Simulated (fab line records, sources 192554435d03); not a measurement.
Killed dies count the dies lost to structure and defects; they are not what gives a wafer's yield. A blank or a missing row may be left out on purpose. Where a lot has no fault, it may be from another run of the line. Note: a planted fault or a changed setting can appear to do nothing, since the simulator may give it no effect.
A lot that was struck, set against a sound lot	flow n5_finfet	37 out of 1938 route steps
Sound: the wafers L834.3, L834.5, L834.6. Wafers L823.2, L823.4, L823.6 were the ones struck. Last of all comes the cause.
Per side, at each step with rows, come the tool, then ch with its chambers, and then its first start. Under that, the readings that differ: sound wafers	struck wafers	difference of the means	sigmas: that difference in standard deviations of wafers without a fault.
alike: a reading whose means differ by less than 2 such deviations, as well as words and numbers matching on both sides. not compared: withheld readings; readings where some wafer has no value; bounds like >300 that might hide an equal value; numbers whose values overlap and for which the record gives no deviation.
Wherever a step has rows on one side only, a row that says differs or no value, or a row with sigmas, the two part there. Numbers that have no deviation but don't overlap get no sigmas and don't part them. A reading missing from all wafers of one side parts the sides only when that side holds two or more wafers.

first, 9 steps without rows for these wafers: N5_BEOL_M4_ANNEAL_95 (time 240 s); N5_BEOL_M4_SPUTTER_96 (material Cu, target thk 4.5 nm, time 8.29 s); N5_BEOL_M4_ECD_50 (material Cu, target thk 300 nm); N5_BEOL_M4_ANNEAL_51 (time 90 s); N5_BEOL_M4_CMP_52 (polishes, stops on SiOC, t overpolish 6.8 s, target thk 40 nm); N5_BEOL_M4_PRE_CLEAN_60 (time 15 s); N5_BEOL_M4_CO_CAP_55 (material Co, precursor CCTBA/H2, target thk 2 nm, time 102.1 s); N5_BEOL_M4_PRE_CLEAN_56 (time 15 s); N5_BEOL_M4_DEP_57 (deposits SiCN from 3MS/NH3, target thk 8 nm, time 14 s).
N5_BEOL_M4_RC_MEAS_101:
  sound on prober-02 ch 0, day 12 10:55; struck on prober-01 ch 0, day 9 15:56
  alike: DIBL_N, DIBL_P, IOFF_N, IOFF_P, ION_N, ION_P, SS_N, SS_P, VT_N, VT_P
then, 24 steps without rows for these wafers: N5_BEOL_M5_ILD_DEP_00 (deposits SiCOH lowk from DEMS/porogen, target thk 140.64 nm, time 25.9 s); N5_BEOL_M5_CURE_79 (cures SiCOH lowk, time 240 s); N5_BEOL_M5_PECVD_70 (deposits SiO2 from TEOS/O2, target thk 16 nm, time 18 s); N5_BEOL_M5_HM_DEP_02 (deposits TiN, target thk 20 nm); N5_BEOL_M5_COAT_59 (time 60 s, resist thk 60 nm); N5_BEOL_M5_COAT_60 (time 60 s, resist thk 12 nm); N5_BEOL_M5_COAT_71 (time 60 s, resist thk 5 nm); N5_BEOL_M5_COAT_05 (resist thk 30 nm); N5_BEOL_M5_EBR_07; N5_BEOL_M5_SOFTBAKE_06 (time 60 s); N5_BEOL_M5_EXPOSE_08 (exposes mask M5, target cd 28 nm); N5_BEOL_M5_PEB_09 (peb time 60 s); N5_BEOL_M5_DEVELOP_10 (develop time 30 s); N5_BEOL_M5_DESCUM_16 (chemistry O2, time 7 s); N5_BEOL_M5_ETCH_72 (etches underlayer in N2/H2, target depth 6.5 nm, time 5.2 s); N5_BEOL_M5_ETCH_61 (etches SiARC in CF4, target depth 15.6 nm, time 26 s); N5_BEOL_M5_ETCH_62 (etches SOC in N2/H2, target depth 75 nm, overetch 15 nm, time 112.5 s); N5_BEOL_M5_STRIP_63 (strips in N2/H2); N5_BEOL_M5_STRIP_73 (strips in N2/H2); N5_BEOL_M5_STRIP_64 (strips in CF4); N5_BEOL_M5_HM_OPEN_17 (chemistry Cl2/BCl3, target TiN, target depth 20 nm, overetch 6 nm); N5_BEOL_M5_STRIP_19 (strips in O2); N5_BEOL_M5_COAT_65 (time 60 s, resist thk 60 nm); N5_BEOL_M5_COAT_66 (time 60 s, resist thk 12 nm).
N5_BEOL_M8_ETCH_65: etches SiARC in CF4, target depth 15.6 nm, time 26 s.
  sound on rie_diel-01 ch 1,2, day 14 01:27; struck on rie_diel-05 ch 0,1,3, day 11 04:08
  no value came back on the struck wafers for any of 8 readings (bias_w (W), cf4_flow_sccm (sccm) and others); on the sound wafers bias_w (W) reads 36.03 35.80 36.07
reading	sound	struck	difference	sigmas
model.CAR-EUV_of_BEOL_M8_COAT_22.thk_nm (nm)	11.2 11.2 11.4	20.4 20.4 20.4	+9.1	
  not compared: rf_hours_counter_h
N5_BEOL_M8_ETCH_66: etches SOC in N2/H2, target depth 80 nm, overetch 16 nm, time 120 s.
  sound on rie_diel-01 ch 1,2, day 14 01:29; struck on rie_diel-05 ch 0,1,3, day 11 04:10
reading	sound	struck	difference	sigmas
oes_product_au (a.u.)	0.66 0.54 0.66	0.31 0.29 0.37	-0.30	-4
  alike: bias_w, chamber_pressure_mTorr, drypump_motor_current_A, h2_flow_sccm, rf_vpp_V, showerhead_plenum_p_Torr, throttle_valve_pct
  not compared: rf_hours_counter_h
-- a jump in the record: the struck wafers' starts before and after are 3 days apart (it breaks off in module BEOL_M8 and resumes in module PASSIVATION, where the first step shown is number 1936 of the route) --
N5_PASSIVATION_PROBE_49:
  only the struck wafers here have rows in the record (prober-01, day 14 04:43); the sound ones have none

WHERE THEY PART
Earliest at N5_BEOL_M8_ETCH_65; latest, in this record, at N5_PASSIVATION_PROBE_49.

WHY: what the simulator had put in
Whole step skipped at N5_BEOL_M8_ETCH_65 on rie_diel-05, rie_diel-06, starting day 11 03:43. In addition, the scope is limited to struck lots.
